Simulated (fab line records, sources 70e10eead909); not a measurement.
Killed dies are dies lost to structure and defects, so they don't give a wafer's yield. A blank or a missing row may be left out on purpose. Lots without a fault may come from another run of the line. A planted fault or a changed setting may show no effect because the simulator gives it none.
Chamber matching | flow nand_harc | NHARC_A_STAIRCASE_TRIM_12 on rie_diel-10: 4 sister chambers
The step chemistry O2, time 211.2 s. 8 wafers are shown with their chamber, then 9 later ones without.

WAFERS WITH THEIR CHAMBER
wafer  | chamber | showerhead_plenum_p_Torr (Torr) | drypump_motor_current_A (A)
L074.1 | 1       | 3.58                            | 5.3
L081.1 | 1       | 3.56                            | 5.3
L083.3 | 3       | 3.36                            | 5.5
L083.5 | 2       | 3.32                            | 5.6
L086.1 | 2       | 3.32                            | 5.5
L085.3 | 0       | 3.39                            | 5.5
L085.5 | 3       | 3.35                            | 5.5
L085.6 | 0       | 3.39                            | 5.5

WAFERS WITHOUT THEIR CHAMBER
wafer  | showerhead_plenum_p_Torr (Torr) | drypump_motor_current_A (A)
L091.1 | 3.38                            | 5.5
L091.2 | 3.31                            | 5.6
L091.4 | 3.35                            | 5.5
L094.3 | 3.30                            | 5.6
L094.5 | 3.38                            | 5.5
L094.6 | 3.34                            | 5.5
L095.1 | 3.29                            | 5.5
L095.2 | 3.53                            | 5.3
L095.6 | 3.34                            | 5.5

WHICH CHAMBER EACH WENT THROUGH
wafer  | from the rows above     | in truth
L091.1 | can't be placed: 0 or 3 | 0
L091.2 | 2                       | 2
L091.4 | 3                       | 3
L094.3 | 2                       | 2
L094.5 | can't be placed: 0 or 3 | 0
L094.6 | can't be placed: 3 or 2 | 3
L095.1 | 2                       | 2
L095.2 | 1                       | 1
L095.6 | can't be placed: 3 or 2 | 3
Placed correctly: 5 of 9. Can't be placed from these rows: 4 (the true chamber is among the candidates in 4). Placed wrongly: 0.
How it was worked out, from the rows above alone: a wafer's distance from a chamber is the root of the sum, over the readings, of the square of ((its reading less the chamber's mean) divided by the reading's scatter). The wafer belongs to the nearest chamber; if the next one is less than 2 further off, it can't be placed. A chamber's mean is the mean of its shown wafers. The scatter: the root of (the sum of the squares of (reading less its chamber's mean) over the shown wafers, divided by (wafers less chambers)).
